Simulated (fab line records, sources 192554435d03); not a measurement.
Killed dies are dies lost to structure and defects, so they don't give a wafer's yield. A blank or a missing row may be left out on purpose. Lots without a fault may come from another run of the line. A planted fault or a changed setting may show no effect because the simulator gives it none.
Chamber matching | flow n5_finfet | N5_BEOL_M9_ILD_DEP_00 on pecvd-04: 3 sister chambers
The step deposits SiCOH lowk from DEMS/porogen, target thk 308.51 nm, time 58 s. 30 wafers are shown with their chamber, then 12 later ones without.

WAFERS WITH THEIR CHAMBER
wafer  | chamber | throttle_valve_pct (%) | showerhead_plenum_p_Torr (Torr) | heater_power_w (W)
L074.1 | 2       | 13.9                   | 5.734                           | 286
L074.5 | 1       | 14.7                   | 5.718                           | 285
L074.6 | 2       | 14.1                   | 5.761                           | 296
L076.4 | 1       | 14.6                   | 5.727                           | 262
L076.5 | 2       | 14.2                   | 5.747                           | 317
L076.6 | 0       | 14.5                   | 5.731                           | 262
L077.1 | 1       | 14.9                   | 5.728                           | 288
L077.2 | 0       | 14.1                   | 5.734                           | 260
L077.6 | 1       | 14.7                   | 5.714                           | 226
L080.1 | 2       | 14.0                   | 5.756                           | 260
L080.3 | 1       | 14.9                   | 5.713                           | 266
L080.4 | 2       | 14.0                   | 5.753                           | 265
L082.2 | 0       | 14.2                   | 5.762                           | 237
L082.3 | 2       | 13.9                   | 5.756                           | 310
L082.6 | 1       | 15.3                   | 5.725                           | 260
L081.2 | 0       | 14.2                   | 5.733                           | 228
L081.4 | 0       | 14.1                   | 5.736                           | 239
L081.6 | 1       | 15.0                   | 5.724                           | 222
L083.1 | 1       | 15.1                   | 5.729                           | 292
L083.2 | 2       | 14.2                   | 5.756                           | 318
L083.6 | 1       | 14.7                   | 5.717                           | 297
L087.3 | 2       | 14.1                   | 5.761                           | 275
L087.5 | 0       | 14.1                   | 5.736                           | 233
L087.6 | 1       | 15.1                   | 5.704                           | 282
L089.1 | 1       | 14.9                   | 5.721                           | 261
L089.4 | 1       | 15.1                   | 5.734                           | 266
L089.6 | 0       | 14.5                   | 5.743                           | 204
L091.3 | 1       | 14.7                   | 5.722                           | 288
L091.4 | 0       | 14.1                   | 5.737                           | 229
L091.6 | 2       | 14.2                   | 5.758                           | 269

SIGNATURES (means of the wafers above)
reading                  | chamber 0 | chamber 1 | chamber 2 | scatter within a chamber
throttle_valve_pct       | 14.225    | 14.900    | 14.067    | 0.18
showerhead_plenum_p_Torr | 5.73900   | 5.72123   | 5.75356   | 0.00868
heater_power_w           | 236.50    | 268.85    | 288.44    | 22.2
Rule: a wafer's distance from a chamber is the root of the sum, over the readings, of the square of ((its reading less the chamber's mean) divided by the reading's scatter). The wafer belongs to the nearest chamber; if the next one is less than 2 further off, it can't be placed. The scatter: the root of (the sum of the squares of (reading less its chamber's mean) over the shown wafers, divided by (wafers less chambers)).

WAFERS WITHOUT THEIR CHAMBER
wafer  | throttle_valve_pct (%) | showerhead_plenum_p_Torr (Torr) | heater_power_w (W)
L093.1 | 15.0                   | 5.725                           | 236
L093.4 | 14.9                   | 5.734                           | 250
L093.6 | 14.0                   | 5.740                           | 317
L092.1 | 13.8                   | 5.763                           | 257
L092.3 | 14.0                   | 5.735                           | 246
L092.6 | 15.1                   | 5.714                           | 257
L095.2 | 14.2                   | 5.745                           | 237
L095.3 | 14.1                   | 5.782                           | 270
L095.6 | 15.2                   | 5.729                           | 223
L096.1 | 15.2                   | 5.703                           | 273
L096.3 | 14.1                   | 5.756                           | 287
L096.5 | 14.6                   | 5.743                           | 246

WHICH CHAMBER EACH WENT THROUGH
wafer  | from the rows above          | in truth
L093.1 | 1                            | 1
L093.4 | 1                            | 1
L093.6 | can't be placed: 2 or 0      | 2
L092.1 | can't be placed: 2 or 0      | 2
L092.3 | can't be placed: 0 or 2      | 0
L092.6 | 1                            | 1
L095.2 | can't be placed: 0 or 2      | 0
L095.3 | can't be placed: 2 or 0      | 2
L095.6 | 1                            | 1
L096.1 | 1                            | 1
L096.3 | 2                            | 2
L096.5 | can't be placed: 0 or 1 or 2 | 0
Placed correctly: 6 of 12. Can't be placed from these rows: 6 (the true chamber is among the candidates in 6). Placed wrongly: 0.
